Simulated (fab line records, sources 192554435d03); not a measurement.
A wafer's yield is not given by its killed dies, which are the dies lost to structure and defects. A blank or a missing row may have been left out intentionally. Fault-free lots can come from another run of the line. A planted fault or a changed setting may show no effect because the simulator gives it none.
Matching of chambers -- flow n5Finfet -- N5_FIN_CUT_DESCUM_13 on rieDiel-02: 4 sister chambers
The step chemistry O2, time 7 s. 14 wafers are shown with their chamber, then 7 later ones without.

== WAFERS, EACH WITH ITS CHAMBER ==
wafer,chamber,showerheadPlenumPTorr (Torr),oesProductAu (a.u.),drypumpMotorCurrentA (A)
L076.2,0,2.24,0.96,5.2
L076.4,1,2.02,0.81,6.3
L076.6,2,2.01,0.79,5.1
L077.2,1,2.02,0.82,6.2
L077.3,3,2.11,0.81,5.9
L077.5,2,2.01,0.79,5.1
L078.2,2,2.00,0.78,5.0
L078.3,1,2.02,0.81,6.3
L078.4,3,2.11,0.81,5.8
L080.2,1,2.02,0.81,6.3
L080.3,2,2.00,0.78,5.1
L080.4,3,2.11,0.80,5.9
L085.2,3,2.11,0.79,5.9
L085.3,1,2.02,0.81,6.3

SIGNATURES, as means of the wafers listed above
reading,chamber 0,chamber 1,chamber 2,chamber 3,scatter within a chamber
showerheadPlenumPTorr,2.2400,2.0200,2.0050,2.1100,0.00316
oesProductAu,0.9600,0.8120,0.7850,0.8025,0.00675
drypumpMotorCurrentA,5.200,6.280,5.075,5.875,0.048
Rule: for a wafer and a chamber, the distance is found by dividing, reading by reading, the gap between the wafer's reading and the chamber's mean by the reading's scatter, squaring, summing and taking the root. If the next closest chamber is less than 2 further off than the closest, the wafer can't be placed; otherwise it belongs to the closest. The scatter is the square root of a quotient: the sum, over the shown wafers, of each reading's squared deviation from its chamber's mean, divided by wafers minus chambers.

== WAFERS MISSING THEIR CHAMBER ==
wafer,showerheadPlenumPTorr (Torr),oesProductAu (a.u.),drypumpMotorCurrentA (A)
L085.4,2.23,0.91,5.3
L088.1,2.00,0.77,5.0
L088.3,2.11,0.79,5.8
L088.5,2.01,0.79,6.3
L095.1,2.01,0.78,6.3
L095.3,1.99,0.76,5.0
L095.5,2.23,0.89,5.3

== CHAMBER TAKEN BY EACH ==
wafer,from the rows above,in truth
L085.4,0,0
L088.1,2,2
L088.3,3,3
L088.5,1,1
L095.1,1,1
L095.3,2,2
L095.5,0,0
7 of 7 placed correctly. From these rows, 0 cannot be placed. 0 placed wrongly.
